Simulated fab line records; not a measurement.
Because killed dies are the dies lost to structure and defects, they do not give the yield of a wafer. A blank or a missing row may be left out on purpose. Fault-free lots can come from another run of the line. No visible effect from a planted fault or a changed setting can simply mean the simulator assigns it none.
Problem report in the 8D (eight disciplines) form, filled by code | flow n5_finfet | the parts of the form that need people (team, actions taken, sign-off) are left out

## 1. WHAT IS WRONG
At N5_PASSIVATION_PASS_ETCH_74, rf_fwd_power_W averages 404.5 W over 6 wafers from 2 lots, while fault-free wafers read 532.5 W, standard deviation 1.8. Measured from the usual mean, that is -71 standard deviations.
The step: etches SiNx in CF4/O2, target depth 220 nm, time 110 s.
The first sign was on wafer L856.2 at day 16 20:53, on rie_diel-06. At this step, 18 wafers from 6 lots have a number in the record. The rule behind "out" and "out of limits": a value lying over 4 standard deviations away from the usual mean. The rest of the wafers with a number are treated as sound.

## 2. WHAT IT IS; WHAT IT IS NOT
question                    | is                       | is not
which readings at this step | rf_fwd_power_W, rf_vpp_V | drypump_motor_current_A, showerhead_plenum_p_Torr, throttle_valve_pct
which lots                  | L856, L861               | L854, L855, L857, L869
which wafers of those lots  | all that have a number   | -
read on which tools         | rie_diel-06              | rie_diel-02, rie_diel-05
when                        | from day 16 20:53        | up to then (6 sound wafers); but 6 sound wafers of L857, L869 came after

## 3. WHAT RULES OUT EACH SUSPECT
Counting: a tool at any process step up to the reading remains a suspect when it ran all the lots that are out and ran no sound lot after the first of those.
- rie_diel-06 at N5_PASSIVATION_DESCUM_12 (chemistry O2, time 7.9 s): kept. Every lot that is out went through it, starting with L856 (day 16 20:50), and after that it ran no sound lot; the last sound lot it ran before then is L854 (day 15 08:40).
- rie_diel-06 at N5_PASSIVATION_PASS_ETCH_74 (etches SiNx in CF4/O2, target depth 220 nm, time 110 s): kept. Every lot that is out went through it, starting with L856 (day 16 20:53), and after that it ran no sound lot; the last sound lot it ran before then is L854 (day 15 08:44). On those wafers its own readings are out: rf_fwd_power_W, rf_vpp_V.
Remaining after the count are rie_diel-06 at N5_PASSIVATION_DESCUM_12 and rie_diel-06 at N5_PASSIVATION_PASS_ETCH_74.

## 4. THE CAUSE (what the simulator had put in)
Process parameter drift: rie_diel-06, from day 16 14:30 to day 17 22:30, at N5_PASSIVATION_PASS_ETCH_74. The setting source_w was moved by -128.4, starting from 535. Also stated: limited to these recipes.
Of the 2 suspects that counting leaves, this tool is one.

## 5. SEQUENCE OF EFFECTS, ordered by route
Rows list readings where the struck wafers' mean (over those with a number) sits beyond 3 standard deviations from the usual. Only readings whose record carries a usual standard deviation are examined. hours: median over the lots of the time between each lot's start at the first step of this table that gives one and its start at this step. sigmas: the change, counted in usual standard deviations.
hours | step                        | reading        | usual   | on struck wafers | change | sigmas
0     | N5_PASSIVATION_PASS_ETCH_74 | rf_fwd_power_W | 532.5 W | 404.5            | -128.0 | -71
0     | N5_PASSIVATION_PASS_ETCH_74 | rf_vpp_V       | 240 V   | 273              | +33    | +10
It contains these process steps:
- N5_PASSIVATION_PASS_ETCH_74: etches SiNx in CF4/O2, target depth 220 nm, time 110 s.

## 6. WHAT WOULD HAVE CAUGHT IT SOONER
In this record the first reading out of limits was taken at day 16 20:53, 6 hours after the fault began at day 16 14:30.
